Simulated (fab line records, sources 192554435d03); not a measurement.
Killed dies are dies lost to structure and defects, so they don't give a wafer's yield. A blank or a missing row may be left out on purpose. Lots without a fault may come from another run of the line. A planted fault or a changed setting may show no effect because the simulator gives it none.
Chamber matching | flow n5_finfet | N5_MOL_CONTACT_COAG_ETCHBACK_136 on rie_diel-01: 4 sister chambers
The step etches SiO2 in CHF3, target depth 25 nm, time 16.7 s. 4 wafers are shown with their chamber, then 8 later ones without.

WAFERS WITH THEIR CHAMBER
wafer  | chamber | rf_vpp_V (V)
L081.5 | 2       | 546
L083.2 | 0       | 496
L083.6 | 3       | 545
L086.2 | 1       | 563

WAFERS WITHOUT THEIR CHAMBER
wafer  | rf_vpp_V (V)
L086.3 | 544
L086.4 | 495
L090.3 | 564
L090.4 | 563
L090.6 | 495
L097.4 | 543
L097.5 | 545
L097.6 | 546

WHICH CHAMBER EACH WENT THROUGH
wafer  | from the rows above     | in truth
L086.3 | can't be placed: 3 or 2 | 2
L086.4 | 0                       | 0
L090.3 | 1                       | 1
L090.4 | 1                       | 1
L090.6 | 0                       | 0
L097.4 | can't be placed: 3 or 2 | 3
L097.5 | can't be placed: 3 or 2 | 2
L097.6 | can't be placed: 2 or 3 | 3
Placed correctly: 4 of 8. Can't be placed from these rows: 4 (the true chamber is among the candidates in 4). Placed wrongly: 0.
How it was worked out, from the rows above alone: a wafer's distance from a chamber is the root of the sum, over the readings, of the square of ((its reading less the chamber's mean) divided by the reading's scatter). The wafer belongs to the nearest chamber; if the next one is less than 2 further off, it can't be placed. A chamber's mean is the mean of its shown wafers. The scatter: with one shown wafer a chamber, the root of the mean of the squares of how far each hidden wafer lies from its nearest shown one.
